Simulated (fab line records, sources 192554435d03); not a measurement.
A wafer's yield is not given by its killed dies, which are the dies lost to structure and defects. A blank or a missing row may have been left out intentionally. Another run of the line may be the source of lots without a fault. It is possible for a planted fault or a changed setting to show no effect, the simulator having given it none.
fab line records | flow n5Finfet
record: lots: 24 wafers: 72 lastDay: 17
route steps=1938 shown BEOL_M8@1374 BEOL_M9@1455 BEOL_M10@1503 BEOL_M11@1558
lots with no fault: from the same line, run without faults
startH: the number of hours between the record's first day and the start of the first shown wafer of the lot | waitH: time in hours since the lot's previous step | " identical to the entry in the row above | L1.1+2: several wafers, shown together as one row | - no value present, or no start provided | * or withheld: withheld | < > ~ a bound
route shown NAME@n: NAME is a module with steps in the file, n the number in the route of the first one | usual: mean/standard deviation taken from wafers without a fault | same: alike in all rows | chamber/n: place in a boat | sites: readings site by site | _std_site: their standard deviation | _edge_site: the outer-site mean with the inner-site mean subtracted | radiusMm: for every site, how far away it sits from the centre of the wafer | mask NAME#n: copy n | behind: tool/chamber where the wafer was last shaped | hold: why the lot went on hold/how many hours it stayed there/how the hold came to an end | device: whichever transistor did not switch (one of n, p or np) | end of line: the same wafers' tests at the end of the route | a step without rows: its recipe alone | killed: not the wafer's yield, but the dies lost to structure and defects at the first sort | map: the dies of a wafer, with x for killed, . for not killed, _ for no die there
set.NAME: the setting the step ran with; set.NAME@STEP: the setting that earlier step ran with | model.NAME: the simulator's own value behind a step, which no gauge read
steps of the route over a sample of lots; a table a step, a row a wafer
services: when a tool's chamber went out of use (startH, in hours from the record's first day, below 0 if earlier), for how many hours, and the reason
== steps ==
step: N5_BEOL_M8_VIA_ETCH_34
recipe: chemistry: C4F6/O2 target: SiCOH_lowk targetDepthA: 1255 maskMaterial: SOC taperDeg: 4 timeS: 50.5 ionEnergyEv: 250 pressureMtorr: 30 sourceW: 345 biasW: 185 Ar_flow_sccm: 300 C4F6_flow_sccm: 10 O2_flow_sccm: 10
usual: drypumpMotorCurrentA: 5.8/0.48 oesProductAu: 0.76/0.075 rfVppV: 659/15 showerheadPlenumPTorr: 2.88/0.053 throttleValvePct: 21.0/0.31
columns lot.wafer tool chamber startH waitH drypumpMotorCurrentA oesProductAu rfHoursCounterH rfVppV showerheadPlenumPTorr throttleValvePct
L075.3 rieDiel-05 0 194.85 0.0 5.5 0.78 125 675 2.87 21.3
L075.4 " 2 " " 4.9 0.73 190 679 2.93 20.6
L075.6 " 2 " " 4.9 0.73 - 679 2.93 20.6
L074.3 rieDiel-05 0 195.38 0.0 5.5 0.78 125 675 2.87 21.3
L074.5 " 2 " " 4.9 0.72 - 680 2.93 20.6
L074.6 " 1 " " 6.2 0.82 - 678 2.89 21.1
L076.3 rieDiel-02 3 211.22 0.0 5.9 0.76 130 632 2.85 21.2
L076.4 " 1 " " 6.3 0.69 234 658 2.81 20.8
L076.6 " 0 " " 6.5 0.86 - 660 2.98 20.9
L077.2 rieDiel-06 2 217.75 0.0 5.5 0.75 131 646 2.86 20.8
L077.5 " 0 " " 6.4 0.69 - 643 2.81 21.3
L077.6 " 1 " " 5.7 0.68 - 659 2.91 20.9
L078.1 rieDiel-05 2 223.60 0.0 4.9 0.72 201 677 2.93 20.6
L078.3 " 1 " " 6.2 0.81 101 679 2.88 21.1
L078.6 " 3 " " 5.5 0.80 - 655 2.97 20.7
L080.1 rieDiel-05 0 232.24 0.0 5.5 0.76 139 675 2.87 21.3
L080.2 " 3 " " 5.5 0.79 111 658 2.97 20.7
L080.4 " 2 " " 4.9 0.71 205 680 2.93 20.6
L079.1 rieDiel-05 3 232.64 0.0 5.4 0.79 111 656 2.97 20.7
L079.3 " 0 " " 5.5 0.77 139 675 2.87 21.3
L079.5 " 2 " " 4.9 0.72 - 679 2.93 20.6
L082.1 rieDiel-02 0 239.31 0.0 6.5 0.83 77 659 2.98 20.9
L082.2 " 3 " " 5.8 0.74 142 631 2.85 21.2
L082.3 " 1 " " 6.3 0.69 245 658 2.81 20.8
L081.2 rieDiel-02 3 239.71 0.0 5.8 0.74 142 634 2.85 21.2
L081.5 " 0 " " 6.5 0.83 - 658 2.97 20.9
L081.6 " 1 " " 6.2 0.69 - 657 2.81 20.8
L083.3 rieDiel-06 0 256.13 0.0 6.4 0.67 232 645 2.81 21.3
L083.4 " 1 " " 5.7 0.68 233 657 2.90 20.9
L083.5 " 1 " " 5.7 0.68 - 659 2.90 20.9
L084.3 rieDiel-02 2 263.09 0.0 5.1 0.69 213 650 2.84 21.5
L084.4 " 2 " " 5.1 0.69 - 648 2.84 21.5
L084.6 " 3 " " 5.9 0.74 - 633 2.84 21.2
L086.2 rieDiel-05 2 263.23 0.0 4.9 0.70 217 677 2.92 20.6
L086.3 " 1 " " 6.2 0.79 118 679 2.87 21.1
L086.5 " 1 " " 6.2 0.79 - 681 2.87 21.1
L085.2 rieDiel-05 2 268.74 0.0 4.9 0.70 219 678 2.92 20.6
L085.4 " 0 " " 5.5 0.76 152 674 2.86 21.3
L085.5 " 0 " " 5.5 0.75 - 674 2.86 21.3
L087.3 rieDiel-02 0 277.93 0.0 6.5 0.82 93 657 2.97 20.9
L087.4 " 2 " " 5.1 0.70 219 649 2.84 21.5
L087.5 " 0 " " 6.5 0.81 - 658 2.97 20.9
L090.2 rieDiel-02 0 291.43 0.0 6.5 0.81 98 658 2.96 20.9
L090.5 " 2 " " 5.1 0.70 - 650 2.84 21.5
L090.6 " 1 " " 6.3 0.96 - 658 2.80 20.4
L088.1 rieDiel-06 2 291.50 0.0 5.5 0.74 159 645 2.85 20.9
L088.3 " 3 " " 5.7 0.79 125 673 2.88 21.2
L088.5 " 1 " " 5.7 0.68 - 659 2.90 21.0
L089.1 rieDiel-05 0 294.00 0.0 5.5 0.74 161 676 2.86 21.3
L089.5 " 0 " " 5.5 0.75 - 674 2.86 21.3
L089.6 " 3 " " 5.5 0.77 - 655 2.96 20.7
L091.1 rieDiel-06 3 306.83 0.0 5.7 0.78 132 675 2.88 21.2
L091.2 " 0 " " 6.4 0.67 247 646 2.80 21.3
L091.6 " 3 " " 5.7 0.78 - 673 2.88 21.2
L092.1 rieDiel-02 2 310.77 0.0 5.1 0.68 230 651 2.84 21.5
L092.3 " 0 " " 6.6 0.80 106 657 2.96 20.9
L092.4 " 1 " " 6.2 0.94 15 657 2.80 20.4
L093.2 rieDiel-06 3 314.15 0.0 5.7 0.77 136 674 2.88 21.2
L093.4 " 3 " " 5.7 0.77 - 673 2.87 21.2
L093.5 " 2 " " 5.5 0.73 - 645 2.84 20.9
L094.1 rieDiel-02 2 320.67 0.0 5.1 0.68 233 650 2.83 21.5
L094.2 " 3 " " 5.9 0.72 170 632 2.84 21.3
L094.3 " 1 " " 6.3 0.93 18 661 2.80 20.4
L095.2 rieDiel-02 2 324.70 0.0 5.1 0.68 235 649 2.83 21.5
L095.3 " 3 " " 5.9 0.72 172 632 2.83 21.3
L095.5 " 3 " " 5.9 0.72 - 633 2.83 21.3
L096.2 rieDiel-06 1 333.01 0.0 5.7 0.99 3 658 2.89 20.6
L096.4 " 1 " " 5.7 0.99 - 659 2.90 20.6
L096.5 " 3 " " 5.7 0.77 - 675 2.87 21.2
L097.1 rieDiel-06 2 335.05 0.0 5.5 0.72 179 646 2.84 20.9
L097.3 " 3 " " 5.7 0.76 146 673 2.87 21.2
L097.5 " 2 " " 5.5 0.71 - 646 2.84 20.9
step: N5_BEOL_M9_CURE_72
recipe: tempC: 370 timeS: 120 ambient: DMADMS/He material: SiCOH_lowk
usual: lampPowerPct: 52.31/0.052 wafer_temp_C_max: 371.6/0.66
columns lot.wafer tool chamber startH waitH lampPowerPct wafer_temp_C_max
L075.3 uvCure-01 1 204.53 0.1 52.28 372.5
L075.4 " 1 " " 52.30 372.2
L075.6 " 1 " " 52.30 373.0
L074.3 uvCure-02 0 204.82 0.1 52.28 371.0
L074.5 " 0 " " 52.24 371.1
L074.6 " 0 " " 52.29 371.0
L076.3 uvCure-01 2 220.54 0.3 52.30 371.2
L076.4 " 2 " " 52.35 371.1
L076.6 " 2 " " 52.24 371.4
L077.2 uvCure-01 0 225.95 0.1 52.37 372.1
L077.5 " 0 " " 52.38 372.1
L077.6 " 0 " " 52.31 372.1
L078.1 uvCure-03 0 232.70 0.0 52.32 371.9
L078.3 " 0 " " 52.21 372.8
L078.6 " 0 " " 52.23 371.8
L080.1 uvCure-02 2 239.78 0.0 52.31 371.2
L080.2 " 2 " " 52.29 371.1
L080.4 " 2 " " 52.25 371.3
L079.1 uvCure-03 2 242.06 0.0 52.34 372.0
L079.3 " 2 " " 52.29 372.2
L079.5 " 2 " " 52.33 372.1
L082.1 uvCure-03 2 245.92 0.0 52.42 372.3
L082.2 " 2 " " 52.30 371.7
L082.3 " 2 " " 52.34 372.5
L081.2 uvCure-01 1 248.79 0.1 52.32 373.0
L081.5 " 1 " " 52.24 372.1
L081.6 " 1 " " 52.31 372.3
L083.3 uvCure-03 1 263.48 0.1 52.26 371.0
L083.4 " 1 " " 52.28 370.7
L083.5 " 1 " " 52.37 370.8
L084.3 uvCure-02 0 271.85 0.1 52.25 371.3
L084.4 " 0 " " 52.33 371.2
L084.6 " 0 " " 52.29 371.5
L086.2 uvCure-01 2 272.39 0.2 52.41 371.0
L086.3 " 2 " " 52.30 371.0
L086.5 " 2 " " 52.28 371.2
L085.2 uvCure-02 1 276.37 0.1 52.38 371.3
L085.4 " 1 " " 52.27 371.1
L085.5 " 1 " " 52.37 371.3
L087.3 uvCure-02 1 284.89 0.1 52.24 371.2
L087.4 " 1 " " 52.34 370.9
L087.5 " 1 " " 52.19 371.4
L088.1 uvCure-02 1 299.64 0.0 52.34 370.8
L088.3 " 1 " " 52.29 371.0
L088.5 " 1 " " 52.34 371.2
L090.2 uvCure-03 1 300.04 0.1 52.31 371.1
L090.5 " 1 " " 52.37 371.2
L090.6 " 1 " " 52.27 371.2
L089.1 uvCure-03 1 303.56 0.0 52.35 371.1
L089.5 " 1 " " 52.38 371.0
L089.6 " 1 " " 52.30 371.5
L091.1 uvCure-01 1 314.47 0.0 52.30 372.4
L091.2 " 1 " " 52.25 372.3
L091.6 " 1 " " 52.27 372.8
L092.1 uvCure-02 2 320.79 0.0 52.36 371.0
L092.3 " 2 " " 52.31 370.8
L092.4 " 2 " " 52.18 371.1
L093.2 uvCure-02 2 324.98 0.4 52.26 370.9
L093.4 " 2 " " 52.33 370.8
L093.5 " 2 " " 52.31 371.4
L094.1 uvCure-01 1 327.38 0.0 52.36 372.1
L094.2 " 1 " " 52.39 373.1
L094.3 " 1 " " 52.33 372.1
L095.2 uvCure-02 0 333.21 0.1 52.30 370.8
L095.3 " 0 " " 52.29 371.2
L095.5 " 0 " " 52.34 370.7
L096.2 uvCure-03 0 341.11 0.1 52.34 371.7
L096.4 " 0 " " 52.41 372.6
L096.5 " 0 " " 52.32 371.7
L097.1 uvCure-02 2 342.35 0.0 52.28 371.1
L097.3 " 2 " " 52.25 370.9
L097.5 " 2 " " 52.26 370.9
step: N5_BEOL_M10_OVL_MEAS_29
recipe: pointsPerWafer: 44
usual: V9_OVL: -0.1/0.6
columns lot.wafer tool chamber startH waitH V9_OVL[nm]
L075.3 overlay-01 0 210.37 0.0 -0.1
L075.4 " 0 " " -0.3
L075.6 " 0 " " 0.0
L074.3 overlay-01 0 210.53 0.0 -0.1
L074.5 " 0 " " 0.1
L074.6 " 0 " " 0.1
L076.3 overlay-01 0 225.46 0.0 0.0
L076.4 " 0 " " -0.5
L076.6 " 0 " " -0.2
L077.2 overlay-01 0 235.19 0.0 -0.2
L077.5 " 0 " " 0.0
L077.6 " 0 " " 0.9
L078.1 overlay-02 0 239.13 0.0 -0.1
L078.3 " 0 " " 0.6
L078.6 " 0 " " 0.2
L080.1 overlay-01 0 248.00 0.0 -0.2
L080.2 " 0 " " -0.7
L080.4 " 0 " " 0.2
L079.1 overlay-01 0 248.17 0.0 0.1
L079.3 " 0 " " 0.1
L079.5 " 0 " " -0.2
L082.1 overlay-02 0 252.86 0.0 -0.9
L082.2 " 0 " " -0.8
L082.3 " 0 " " -0.1
L081.2 overlay-02 0 255.89 0.1 0.5
L081.5 " 0 " " 0.3
L081.6 " 0 " " 0.1
L083.3 overlay-02 0 271.00 0.0 -0.2
L083.4 " 0 " " -0.1
L083.5 " 0 " " -0.8
L084.3 overlay-02 0 277.72 0.0 -1.0
L084.4 " 0 " " -1.4
L084.6 " 0 " " -1.5
L086.2 overlay-01 0 278.65 0.0 0.2
L086.3 " 0 " " 0.4
L086.5 " 0 " " -0.1
L085.2 overlay-02 0 284.05 0.0 -0.3
L085.4 " 0 " " 0.1
L085.5 " 0 " " 1.1
L087.3 overlay-01 0 291.13 0.0 -0.4
L087.4 " 0 " " -0.4
L087.5 " 0 " " -1.0
L088.1 overlay-01 0 306.06 0.0 0.8
L088.3 " 0 " " 0.5
L088.5 " 0 " " 0.0
L090.2 overlay-01 0 306.47 0.0 -0.3
L090.5 " 0 " " -0.8
L090.6 " 0 " " -0.8
L089.1 overlay-01 0 310.34 0.0 -0.7
L089.5 " 0 " " 0.2
L089.6 " 0 " " -0.4
L091.1 overlay-02 0 323.89 0.0 -1.2
L091.2 " 0 " " -0.2
L091.6 " 0 " " -0.1
L092.1 overlay-02 0 326.29 0.0 -0.5
L092.3 " 0 " " 1.1
L092.4 " 0 " " -0.4
L093.2 overlay-02 0 328.91 0.0 -0.2
L093.4 " 0 " " 0.1
L093.5 " 0 " " -0.1
L094.1 overlay-02 0 332.58 0.0 0.4
L094.2 " 0 " " -0.5
L094.3 " 0 " " -0.2
L095.2 overlay-02 0 340.83 0.0 0.0
L095.3 " 0 " " 0.3
L095.5 " 0 " " 0.0
L096.2 overlay-01 0 347.55 0.0 -1.5
L096.4 " 0 " " -0.9
L096.5 " 0 " " -1.1
L097.1 overlay-02 0 348.28 0.0 -0.4
L097.3 " 0 " " 1.0
L097.5 " 0 " " 0.0
step: N5_BEOL_M10_DEGAS_44
recipe: ambient: vacuum tempC: 250 timeS: 60
usual: heaterPowerW: 319/20
columns lot.wafer tool chamber startH waitH heaterPowerW
L075.3 pvdSputter-02 - 212.75 1.5 317
L075.4 " - " " 320
L075.6 " - " " 322
L074.3 pvdSputter-01 - 212.91 1.4 318
L074.5 " - " " 342
L074.6 " - " " 320
L076.3 pvdSputter-01 - 227.38 0.2 332
L076.4 " - " " 333
L076.6 " - " " 306
L077.2 pvdSputter-03 - 236.31 0.3 354
L077.5 " - " " 368
L077.6 " - " " 291
L078.1 pvdSputter-03 - 240.44 0.5 348
L078.3 " - " " 285
L078.6 " - " " 328
L080.1 pvdSputter-01 - 249.50 0.7 298
L080.2 " - " " 331
L080.4 " - " " 324
L079.1 pvdSputter-03 - 249.77 0.4 360
L079.3 " - " " 342
L079.5 " - " " 285
L082.1 pvdSputter-02 - 254.48 0.5 291
L082.2 " - " " 324
L082.3 " - " " 315
L081.2 pvdSputter-02 - 257.04 0.2 291
L081.5 " - " " 325
L081.6 " - " " 293
L083.3 pvdSputter-03 - 272.50 0.6 366
L083.4 " - " " 323
L083.5 " - " " 328
L084.3 pvdSputter-02 - 279.57 0.2 313
L084.4 " - " " 294
L084.6 " - " " 322
L086.2 pvdSputter-02 - 279.98 0.3 286
L086.3 " - " " 322
L086.5 " - " " 327
L085.2 pvdSputter-01 - 285.33 0.4 319
L085.4 " - " " 308
L085.5 " - " " 307
L087.3 pvdSputter-01 - 292.41 0.4 329
L087.4 " - " " 320
L087.5 " - " " 328
L088.1 pvdSputter-03 - 307.34 0.4 368
L088.3 " - " " 324
L088.5 " - " " 343
L090.2 pvdSputter-03 - 308.23 0.2 330
L090.5 " - " " 319
L090.6 " - " " 339
L089.1 pvdSputter-01 - 311.79 0.7 323
L089.5 " - " " 329
L089.6 " - " " 342
L091.1 pvdSputter-01 - 325.78 0.6 324
L091.2 " - " " 340
L091.6 " - " " 320
L092.1 pvdSputter-01 - 327.62 0.3 331
L092.3 " - " " 309
L092.4 " - " " 324
L093.2 pvdSputter-01 - 330.00 0.3 303
L093.4 " - " " 327
L093.5 " - " " 297
L094.1 pvdSputter-01 - 333.65 0.3 306
L094.2 " - " " 332
L094.3 " - " " 332
L095.2 pvdSputter-01 - 342.13 0.4 333
L095.3 " - " " 301
L095.5 " - " " 306
L096.2 pvdSputter-01 - 348.87 0.5 319
L096.4 " - " " 327
L096.5 " - " " 325
L097.1 pvdSputter-01 - 349.77 0.7 320
L097.3 " - " " 322
L097.5 " - " " 342
step: N5_BEOL_M10_ALD_74
recipe: material: TaN targetThkA: 20 tempC: 275 aldPrecursorFamily: PDMAT aldCoReactant: NH3 pressureTorr: 3 carrierFlowSccm: 1500 pulseTimeS: 2 purgeTimeS: 3 coReactantPurgeTimeS: 2 coReactantPulseTimeS: 3 aldCycles: 40 precursorVesselTempC: 75 precursorVesselPressureTorr: 26.25 precursorVesselCarrierSccm: 1000
usual: heaterPowerW: 433/32 precursorVesselPressureTorr: 26.25/0.054
same: pulseTimeS: 2
columns lot.wafer tool chamber startH waitH heaterPowerW precursorVesselPressureTorr
L075.3 aldMetal-02 0 212.85 0.0 540 26.25
L075.4 " 1 " " 440 26.22
L075.6 " 2 " " 418 26.28
L074.3 aldMetal-01 2 213.03 0.1 397 26.23
L074.5 " 1 " " 452 26.27
L074.6 " 0 " " 456 26.24
L076.3 aldMetal-04 1 227.71 0.3 418 26.31
L076.4 " 0 " " 438 26.22
L076.6 " 0 " " 421 26.19
L077.2 aldMetal-02 3 236.42 0.0 380 26.34
L077.5 " 0 " " 545 26.35
L077.6 " 3 " " 382 26.29
L078.1 aldMetal-01 2 240.59 0.1 393 26.33
L078.3 " 3 " " 432 26.33
L078.6 " 2 " " 393 26.25
L080.1 aldMetal-04 1 249.60 0.0 404 26.14
L080.2 " 3 " " 460 26.29
L080.4 " 2 " " 418 26.22
L079.1 aldMetal-01 3 249.89 0.1 432 26.26
L079.3 " 2 " " 394 26.32
L079.5 " 0 " " 460 26.23
L082.1 aldMetal-01 1 254.58 0.0 445 26.24
L082.2 " 2 " " 394 26.24
L082.3 " 3 " " 450 26.14
L081.2 aldMetal-02 0 257.18 0.1 540 26.25
L081.5 " 2 " " 411 26.21
L081.6 " 1 " " 443 26.22
L083.3 aldMetal-01 1 272.62 0.1 436 26.27
L083.4 " 2 " " 406 26.27
L083.5 " 1 " " 443 26.30
L084.3 aldMetal-04 1 279.76 0.1 414 26.26
L084.4 " 0 " " 424 26.13
L084.6 " 0 " " 432 26.26
L086.2 aldMetal-01 3 280.08 0.0 431 26.29
L086.3 " 2 " " 389 26.24
L086.5 " 2 " " 385 26.22
L085.2 aldMetal-01 3 285.47 0.1 432 26.12
L085.4 " 1 " " 448 26.28
L085.5 " 3 " " 440 26.18
L087.3 aldMetal-04 3 292.51 0.0 463 26.27
L087.4 " 1 " " 431 26.25
L087.5 " 0 " " 433 26.38
L088.1 aldMetal-01 0 307.52 0.1 449 26.21
L088.3 " 2 " " 397 26.28
L088.5 " 2 " " 402 26.22
L090.2 aldMetal-02 2 308.37 0.1 411 26.25
L090.5 " 2 " " 421 26.17
L090.6 " 1 " " 438 26.24
L089.1 aldMetal-04 3 311.89 0.0 466 26.33
L089.5 " 1 " " 413 26.33
L089.6 " 0 " " 420 26.37
L091.1 aldMetal-01 0 325.94 0.1 462 26.19
L091.2 " 1 " " 456 26.20
L091.6 " 0 " " 458 26.30
L092.1 aldMetal-02 1 327.73 0.0 443 26.26
L092.3 " 2 " " 423 26.34
L092.4 " 0 " " 550 26.30
L093.2 aldMetal-01 1 330.11 0.0 437 26.23
L093.4 " 0 " " 448 26.27
L093.5 " 2 " " 389 26.38
L094.1 aldMetal-04 2 333.75 0.0 429 26.31
L094.2 " 1 " " 412 26.26
L094.3 " 0 " " 427 26.29
L095.2 aldMetal-04 1 342.23 0.0 416 26.14
L095.3 " 3 " " 462 26.22
L095.5 " 1 " " 418 26.19
L096.2 aldMetal-04 1 348.97 0.0 420 26.18
L096.4 " 2 " " 430 26.27
L096.5 " 0 " " 420 26.26
L097.1 aldMetal-04 3 349.87 0.0 467 26.20
L097.3 " 2 " " 420 26.18
L097.5 " 1 " " 422 26.24
step: N5_BEOL_M11_STRIP_19
recipe: chemistry: O2 powerW: 400 tempC: 40 pressureMtorr: 30 rfFrequencyHz: 6e+07 biasPowerW: 0 overashFraction: 0.2 o2FlowSccm: 225
usual: drypumpMotorCurrentA: 5.7/0.38 oesProductAu: 0.76/0.094 rfVppV: 3.6/0.64 showerheadPlenumPTorr: 2.10/0.066 throttleValvePct: 16.83/0.26
same: biasPowerW: 0
columns lot.wafer tool chamber startH waitH drypumpMotorCurrentA oesProductAu rfHoursCounterH rfVppV showerheadPlenumPTorr throttleValvePct
L075.3 rieDiel-01 2 218.99 0.1 6.3 0.72 178 3.1 2.11 16.93
L075.4 " 2 " " 6.2 0.72 - 4.0 2.11 16.93
L075.6 " 3 " " 5.8 0.72 - 5.0 2.02 16.77
L074.3 rieDiel-03 0 219.24 0.1 5.6 0.72 158 3.8 2.19 16.96
L074.5 " 1 " " 5.7 0.73 - 4.4 2.10 16.92
L074.6 " 0 " " 5.6 0.73 - 3.8 2.19 16.98
L076.3 rieDiel-03 1 233.55 0.1 5.8 0.73 199 3.1 2.10 16.93
L076.4 " 0 " " 5.6 0.72 163 4.2 2.18 17.00
L076.6 " 3 " " 5.3 0.73 - 3.7 2.18 17.01
L077.2 rieDiel-04 3 240.73 0.1 5.8 0.70 238 2.8 2.08 17.26
L077.5 " 2 " " 5.8 0.70 - 3.4 2.17 16.49
L077.6 " 1 " " 6.0 0.93 - 4.7 2.05 16.39
L078.1 rieDiel-01 0 246.36 0.2 5.3 0.95 13 2.5 2.16 16.73
L078.3 " 3 " " 5.8 0.71 200 3.8 2.02 16.79
L078.6 " 3 " " 5.8 0.71 - 3.6 2.02 16.79
L080.1 rieDiel-04 2 254.33 0.1 5.7 0.70 207 4.4 2.17 16.47
L080.2 " 3 " " 6.0 0.69 242 3.7 2.08 17.26
L080.4 " 1 " " 6.1 0.93 25 3.5 2.05 16.41
L079.1 rieDiel-04 0 254.53 0.1 4.7 0.66 225 4.1 2.00 17.00
L079.3 " 2 " " 5.7 0.70 208 3.3 2.17 16.47
L079.5 " 2 " " 5.8 0.70 - 3.8 2.17 16.50
L082.1 rieDiel-04 0 259.16 0.1 4.7 0.66 226 3.7 2.00 16.98
L082.2 " 1 " " 6.1 0.92 26 4.5 2.05 16.43
L082.3 " 3 " " 6.0 0.69 243 4.2 2.08 17.26
L081.2 rieDiel-03 2 261.34 0.1 5.5 0.72 194 4.1 2.00 16.98
L081.5 " 3 " " 5.3 0.73 - 2.9 2.18 17.01
L081.6 " 2 " " 5.5 0.72 - 3.0 2.00 17.01
L083.3 rieDiel-01 1 276.88 0.1 6.0 0.84 60 2.8 2.11 16.27
L083.4 " 2 " " 6.3 0.70 196 3.6 2.10 16.95
L083.5 " 1 " " 6.0 0.84 - 3.6 2.11 16.24
L084.3 rieDiel-03 0 283.90 0.1 5.6 0.70 178 4.8 2.18 17.04
L084.4 " 1 " " 5.7 0.71 213 4.1 2.09 16.96
L084.6 " 3 " " 5.2 0.72 - 3.2 2.18 17.03
L086.2 rieDiel-03 1 285.93 0.1 5.7 0.72 214 3.5 2.09 16.97
L086.3 " 3 " " 5.2 0.73 213 4.3 2.18 17.02
L086.5 " 0 " " 5.7 0.71 - 3.4 2.18 17.02
L085.2 rieDiel-03 3 290.15 0.1 5.3 0.72 214 3.2 2.18 17.04
L085.4 " 2 " " 5.5 0.71 202 4.2 2.00 17.01
L085.5 " 2 " " 5.5 0.71 - 3.9 2.00 16.99
L087.3 rieDiel-03 3 296.62 0.1 5.3 0.72 216 3.3 2.18 17.03
L087.4 " 2 " " 5.5 0.70 204 3.1 2.00 17.01
L087.5 " 1 " " 5.7 0.71 - 3.8 2.09 16.98
L088.1 rieDiel-01 1 312.56 0.1 6.0 0.84 71 4.0 2.10 16.27
L088.3 " 0 " " 5.3 0.92 34 3.9 2.15 16.77
L088.5 " 0 " " 5.3 0.92 - 3.9 2.15 16.76
L090.2 rieDiel-04 3 316.11 0.1 6.0 1.00 3 2.7 2.08 16.84
L090.5 " 1 " " 6.0 0.88 - 3.8 2.04 16.44
L090.6 " 2 " " 5.7 0.69 - 3.6 2.16 16.54
L089.1 rieDiel-01 1 316.64 0.1 6.0 0.83 73 3.8 2.10 16.28
L089.5 " 2 " " 6.2 0.69 - 3.9 2.09 16.96
L089.6 " 1 " " 6.0 0.82 - 4.8 2.10 16.28
L091.1 rieDiel-04 0 329.35 0.1 4.7 0.65 247 3.2 1.99 17.00
L091.2 " 1 " " 6.1 0.88 48 3.1 2.04 16.46
L091.6 " 0 " " 4.7 0.65 - 3.3 1.99 17.02
L092.1 rieDiel-01 1 331.43 0.1 5.9 0.80 78 2.6 2.10 16.28
L092.3 " 0 " " 5.3 0.91 39 3.5 2.15 16.78
L092.4 " 2 " " 6.3 0.68 215 3.7 2.09 17.00
L093.2 rieDiel-04 1 334.37 0.1 6.1 0.87 49 3.5 2.04 16.47
L093.4 " 2 " " 5.7 0.69 234 3.4 2.16 16.56
L093.5 " 1 " " 6.1 0.88 - 2.7 2.04 16.46
L094.1 rieDiel-03 1 339.01 0.1 5.8 0.71 234 3.8 2.09 16.99
L094.2 " 0 " " 5.7 0.69 198 3.5 2.17 17.05
L094.3 " 2 " " 5.5 0.70 216 3.6 1.99 17.04
L095.2 rieDiel-03 0 346.99 0.3 5.6 0.70 201 4.8 2.17 17.05
L095.3 " 1 " " 5.7 0.70 237 3.3 2.08 17.00
L095.5 " 1 " " 5.8 0.71 - 3.6 2.08 17.00
L096.2 rieDiel-03 2 352.97 0.1 5.5 0.69 221 2.7 1.99 17.03
L096.4 " 2 " " 5.5 0.69 - 3.0 1.99 17.02
L096.5 " 1 " " 5.8 0.70 - 3.1 2.08 17.02
L097.1 rieDiel-04 1 355.34 0.1 6.1 0.87 59 3.1 2.03 16.49
L097.3 " 3 " " 5.9 0.96 17 3.9 2.07 16.87
L097.5 " 2 " " 5.8 0.69 - 2.8 2.16 16.55
== services ==
columns tool chamber startH hours kind
uvCure-01 - 186.60 0.4 repair
uvCure-03 - 197.14 0.9 repair
uvCure-01 - 209.12 2.1 pm
rieDiel-06 3 211.16 15.1 repair
aldMetal-04 - 223.20 0.6 repair
rieDiel-02 2 226.34 13.2 repair
uvCure-01 - 228.81 7.5 pm
rieDiel-06 1 233.21 4.6 repair
rieDiel-04 0 241.77 2.9 repair
rieDiel-06 - 242.52 0.3 repair
rieDiel-03 3 243.02 4.6 repair
uvCure-03 - 247.21 7.5 pm
rieDiel-04 3 266.66 7.7 repair
aldMetal-01 0 267.58 10.6 repair
uvCure-03 - 269.23 9.7 repair
uvCure-02 - 278.54 2.1 pm
aldMetal-04 1 284.38 6.7 repair
uvCure-03 - 286.11 7.5 pm
rieDiel-05 3 300.97 6.5 repair
rieDiel-03 2 305.25 9.0 repair
rieDiel-02 0 313.14 13.1 repair
rieDiel-04 0 340.23 7.5 repair
rieDiel-04 2 341.48 8.4 repair
rieDiel-03 - 354.71 1.2 repair
== key ==
fault none
